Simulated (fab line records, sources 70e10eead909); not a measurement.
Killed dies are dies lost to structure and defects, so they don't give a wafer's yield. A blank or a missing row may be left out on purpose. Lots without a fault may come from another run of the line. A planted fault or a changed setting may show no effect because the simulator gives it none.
fab line records | flow nand_harc
record lots=11 wafers=33 last_day=23
route steps=1159 shown A_M1@1050 THIN_TSV@1120 END@1159
lots that met no fault: from a run of the same line without faults
start_h: hours from the record's first day to the start of the lot's first wafer shown | wait_h: hours since the lot's step before | " the same as in the row above | L1.1+2: a row that stands for several wafers | - no value, or no start given | * or withheld: withheld | < > ~ a bound
route shown NAME@n: a module of which the file shows steps, and the number in the route of the first | usual: mean/standard deviation of fault-free wafers | same: alike in all rows | chamber/n: place in a boat | sites: the reading at each site | _std_site: their standard deviation | _edge_site: outer sites' mean less inner sites' | radius_mm: how far each site lies from the wafer's centre | mask NAME#n: copy n | behind: the tool/chamber that last shaped the wafer | hold: why the lot was held/for how many hours/how that ended | device: the transistor (n, p or np) that didn't switch | end of line: the same wafers' tests at the end of the route | a step without rows: its recipe alone | killed: dies lost to structure and defects at the first sort, not the wafer's yield | map: a wafer's dies, x killed, . not, _ none there
set.NAME: the setting as run; set.NAME@STEP: as run at that earlier step | model.NAME: the simulator's own value behind a step, which no gauge read
steps of the route over a sample of lots; a table a step, a row a wafer
services: from which hour (start_h, from the record's first day; less than 0 if before it) a tool's chamber was out of use, for how many hours, and why
## steps
# step NHARC_A_M1_ECD_22
# recipe target_thk_a=4000 bath_temp_c=25 material=Cu
# columns lot.wafer tool chamber start_h wait_h
L848.2+6+5 ecd_cu-02 1,0,1 406.21 -
L849.1+5+6 ecd_cu-02 0,1,0 417.72 -
L852.1+6+5 ecd_cu-02 0,1,0 418.26 -
L851.2+3+5 ecd_cu-01 0 422.27 -
L850.2+4+6 ecd_cu-01 1,0,1 422.93 -
L853.2+1+4 ecd_cu-01 1,0,0 444.16 -
L854.1+2+5 ecd_cu-02 0,1,1 444.47 -
L863.2+1+5 ecd_cu-01 1,0,0 494.04 -
L864.1+3+6 ecd_cu-01 0,1,0 503.41 -
L866.2+1+4 ecd_cu-02 1,0,1 513.51 -
L865.1+6+5 ecd_cu-02 1,1,0 519.84 -
# step NHARC_THIN_TSV_ETCH_15
# recipe target_depth_a=30000 bosch_target_overetch_cycles=2 bosch_etch_step_s=2.8 bosch_dep_step_s=1.2 bosch_cycles=14
# usual drypump_motor_current_A=5.6/0.36
# columns lot.wafer tool chamber start_h wait_h drypump_motor_current_A rf_hours_counter_h
L848.2 rie_si-05 2 427.03 - 5.2 0.0
L848.6 " 3 " " 5.4 -
L848.5 " 0 " " 5.6 -
L852.1 rie_si-03 0 440.76 - 5.3 1.1
L852.6 " 2 " " 6.2 -
L852.5 " 3 " " 5.7 -
L849.1 rie_si-06 3 442.02 - 5.3 0.5
L849.5 " 2 " " 5.5 -
L849.6 " 3 " " 5.3 -
L850.2 rie_si-05 0 443.13 - 5.6 0.1
L850.4 " 3 " " 5.4 0.1
L850.6 " 0 " " 5.7 -
L851.2 rie_si-03 2 444.34 - 6.2 1.2
L851.3 " 0 " " 5.3 1.1
L851.5 " 0 " " 5.3 -
L853.1 rie_si-03 3 466.98 - 5.7 1.4
L853.4 " 0 " " 5.3 1.3
L853.2 " 1 " " 5.2 1.2
L854.1 rie_si-06 1 468.18 - 6.2 0.9
L854.2 " 3 " " 5.3 0.7
L854.5 " 0 " " 5.9 -
L863.1 rie_si-03 1 518.35 0.7 5.2 0.0
L863.2 " 0 " " 5.3 0.0
L863.5 " 0 " " 5.3 -
L864.1 rie_si-03 2 525.93 - 6.2 0.1
L864.3 " 3 " " 5.7 0.0
L864.6 " 2 " " 6.3 -
L866.1 rie_si-05 0 534.45 - 5.7 1.0
L866.4 " 1 " " 5.5 1.1
L866.2 " 2 " " 5.2 1.0
L865.1 rie_si-03 1 540.26 - 5.2 0.2
L865.5 " 2 " " 6.3 -
L865.6 " 3 " " 5.7 -
# step NHARC_THIN_TSV_PVD_19
# recipe target_thk_a=200 chamber_pressure_pa=5 material=TaN
# usual throttle_valve_pct=30.2/0.75
# columns lot.wafer tool chamber start_h wait_h throttle_valve_pct
L848.2 pvd_sputter-03 - - - 29.7
L848.5 " - " " 29.8
L848.6 " - " " 30.3
L852.1 pvd_sputter-02 - - - 31.2
L852.5 " - " " 31.1
L852.6 " - " " 31.3
L849.1 pvd_sputter-03 - - - 30.2
L849.5 " - " " 30.2
L849.6 " - " " 30.4
L850.2 pvd_sputter-03 - - - 30.3
L850.4 " - " " 30.1
L850.6 " - " " 30.5
L851.3 pvd_sputter-02 - - - 31.5
L851.2 " - " " 31.5
L851.5 " - " " 31.4
L853.4 pvd_sputter-03 - - - 29.7
L853.2 " - " " 30.6
L853.1 " - " " 29.5
L854.2 pvd_sputter-03 - - - 29.3
L854.1 " - " " 30.4
L854.5 " - " " 29.7
L863.2 pvd_sputter-03 - - - 29.4
L863.1 " - " " 30.8
L863.5 " - " " 30.3
L864.3 pvd_sputter-01 - - - 29.4
L864.1 " - " " 29.9
L864.6 " - " " 30.0
L866.2 pvd_sputter-02 - - - 30.1
L866.1 " - " " 31.5
L866.4 " - " " 29.7
L865.1 pvd_sputter-02 - - - 30.0
L865.6 " - " " 31.5
L865.5 " - " " 29.8
# step NHARC_THIN_TSV_ANNEAL_52
# recipe temp_c=225 time_s=90
# usual wafer_temp_C_max=225.72/0.23
# columns lot.wafer tool chamber start_h wait_h wafer_temp_C_max
L848.2 rtp_anneal-01 0 430.20 0.7 225.55
L848.5 " 0 " " 225.76
L848.6 " 0 " " 225.51
L852.1 rtp_anneal-01 0 443.93 0.5 225.84
L852.5 " 0 " " 225.75
L852.6 " 0 " " 225.84
L849.1 rtp_anneal-01 0 445.44 0.6 225.62
L849.5 " 0 " " 225.53
L849.6 " 0 " " 225.56
L850.2 rtp_anneal-01 0 446.43 0.7 226.01
L850.4 " 0 " " 225.47
L850.6 " 0 " " 225.71
L851.2 rtp_anneal-01 0 447.73 0.8 225.69
L851.3 " 0 " " 225.60
L851.5 " 0 " " 225.72
L853.1 rtp_anneal-01 0 470.13 0.6 225.40
L853.2 " 0 " " 225.34
L853.4 " 0 " " 225.44
L854.1 rtp_anneal-01 0 471.56 0.6 225.52
L854.2 " 0 " " 225.24
L854.5 " 0 " " 225.78
L863.1 rtp_anneal-02 0 521.77 0.7 225.89
L863.2 " 0 " " 226.20
L863.5 " 0 " " 226.05
L864.1 rtp_anneal-02 0 529.10 0.6 225.67
L864.3 " 0 " " 225.78
L864.6 " 0 " " 225.92
L866.1 rtp_anneal-01 0 537.70 0.7 225.47
L866.2 " 0 " " 225.74
L866.4 " 0 " " 225.49
L865.1 rtp_anneal-01 0 543.92 0.7 225.27
L865.5 " 0 " " 225.54
L865.6 " 0 " " 225.59
# step NHARC_END_SORT_01
# recipe temp_c=25
# usual defect_limited_yield=95.4/1.3 killed_at_array=27/8 killed_at_other=0.8/1.2 killed_at_periphery=3.3/2.3 killed_dies=31/8.8 killed_open=3.2/2.1 killed_short=2.1/1.4 sort_bin_2_pct=1.4/0.55 sort_bin_3_pct=0.25/0.2 sort_bin_4_pct=2.9/0.92 sort_n_pass=646/8.8 sort_rim_yield_pct=95.5/2.7 sort_yield_pct=95.4/1.3
# same gross_dies=677 sort_bin_5_pct[%]=0 sort_bin_6_pct[%]=0 sort_bin_7_pct[%]=0 sort_bin_8_pct[%]=0 sort_rim_n_gross=106.00
# columns lot.wafer tool chamber start_h wait_h defect_limited_yield[%] killed_at_array killed_at_other killed_at_periphery killed_dies killed_open killed_short sort_bin_2_pct[%] sort_bin_3_pct[%] sort_bin_4_pct[%] sort_n_pass sort_rim_yield_pct[%] sort_yield_pct[%]
L863.1 prober-02 0 537.64 2.5 97.5 13 2 2 17 2 0 0.6 0.15 1.8 660 94.3 97.5
L863.2 prober-02 0 538.44 2.8 57.5 286 1 1 288 2 4 13.3 2.95 26.3 389 50.0 57.5
L863.5 prober-02 0 540.87 3.7 96.6 20 2 1 23 2 1 0.3 0.15 3.0 654 98.1 96.6
L864.1 prober-01 0 539.82 2.5 93.1 40 2 5 47 0 1 2.7 0.15 4.1 630 96.2 93.1
L864.3 prober-01 0 541.43 3.1 53.2 314 2 1 317 1 2 17.0 2.51 27.3 360 62.3 53.2
L864.6 prober-01 0 543.84 4.0 93.5 38 1 5 44 0 1 1.6 0.30 4.6 633 98.1 93.5
# killed by level:class
L863.1 A_CONTACT:chamber_film_flake=7 A_CHANNEL_HOLE_D1:chamber_film_flake=3 THIN_TSV:chamber_film_flake=2 A_CHANNEL_HOLE_D1:geometric_particle:open=1 A_BLC:geometric_particle:open=1 P_STI:chamber_film_flake=1 P_M1:chamber_film_flake=1 A_STAIRCASE:chamber_film_flake=1
L863.2 A_M1:unspecified=268 A_CONTACT:chamber_film_flake=6 A_CHANNEL_HOLE_D1:chamber_film_flake=3 A_STAIRCASE:chamber_film_flake=2 A_ONON_D1:geometric_particle:short=1 A_CHANNEL_FILL_D1:geometric_particle:short=1 A_CONTACT:geometric_particle:short=1 A_BLC:geometric_particle:short=1
L864.1 A_CHANNEL_HOLE_D1:chamber_film_flake=25 A_SLIT:chamber_film_flake=5 A_CONTACT:chamber_film_flake=5 P_GATE:chamber_film_flake=3 A_M1:chamber_film_flake=3 THIN_TSV:chamber_film_flake=2 A_WL_FILL:geometric_particle:short=1 P_STI:chamber_film_flake=1
L863.5 A_CHANNEL_HOLE_D1:chamber_film_flake=8 A_CONTACT:chamber_film_flake=6 A_STAIRCASE:chamber_film_flake=3 THIN_TSV:chamber_film_flake=2 P_M1:geometric_particle:open=1 A_CHANNEL_FILL_D1:geometric_particle:open=1 A_SLIT:geometric_particle:short=1 A_WL_FILL:chamber_film_flake=1
L864.3 A_M1:unspecified=297 A_CHANNEL_HOLE_D1:chamber_film_flake=9 A_STAIRCASE:chamber_film_flake=2 A_SOURCE_PLATE:geometric_particle:short=1 A_ONON_D1:geometric_particle:short=1 A_CONTACT:geometric_particle:open=1 P_GATE:chamber_film_flake=1 A_SLIT:chamber_film_flake=1
L864.6 A_CHANNEL_HOLE_D1:chamber_film_flake=18 A_SLIT:chamber_film_flake=7 A_CONTACT:chamber_film_flake=5 A_M1:chamber_film_flake=5 A_STAIRCASE:chamber_film_flake=3 P_GATE:chamber_film_flake=2 P_CONTACT:geometric_particle:short=1 P_STI:chamber_film_flake=1
## services
# columns tool chamber start_h hours kind
pvd_sputter-02 - 392.00 10.0 pm
rie_si-03 - 399.19 1.0 repair
rie_si-05 1 411.65 3.2 repair
rie_si-05 - 416.00 9.0 pm
rie_si-03 1 440.15 10.6 repair
pvd_sputter-03 - 440.19 3.5 repair
ecd_cu-01 - 448.27 8.0 pm
rie_si-05 - 457.00 0.3 repair
pvd_sputter-03 - 458.00 10.0 pm
ecd_cu-02 - 476.90 1.3 repair
rie_si-05 3 496.18 11.4 repair
rie_si-05 - 503.08 0.4 repair
pvd_sputter-03 - 505.02 1.3 repair
rie_si-03 - 509.00 9.0 pm
rie_si-03 0 509.00 9.0 vent_cycle
rie_si-03 1 509.00 9.0 vent_cycle
rie_si-03 2 509.00 9.0 vent_cycle
rie_si-03 3 509.00 10.8 vent_cycle
pvd_sputter-01 - 514.04 10.0 pm
rie_si-03 0 518.00 - clean
rie_si-03 1 518.00 - clean
rie_si-03 2 518.00 - clean
ecd_cu-02 - 532.00 8.0 pm
rie_si-06 - 537.00 9.0 pm
## key
first_sign step=NHARC_END_SORT_01 reading=killed_at_array direction=up sigmas=34 usual=27 struck=300
effect step=NHARC_END_SORT_01 reading=killed_dies direction=up sigmas=31 usual=31 struck=302
more_kills_born_at NHARC_A_M1_ECD_22@ecd_cu-01=565
met_at NHARC_A_M1_ECD_22
struck_lots L863,L864
struck_wafers L863.2,L864.3
not_acting_at NHARC_THIN_TSV_ETCH_15,NHARC_THIN_TSV_PVD_19,NHARC_THIN_TSV_ANNEAL_52
onset_between 444.16 494.04
fault kind=chamber_particle_source tool=ecd_cu-01 chamber=1 onset_h=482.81 steps=NHARC_A_M1_ECD_22 rate_per_visit_cm2=0.57412 end_h=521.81
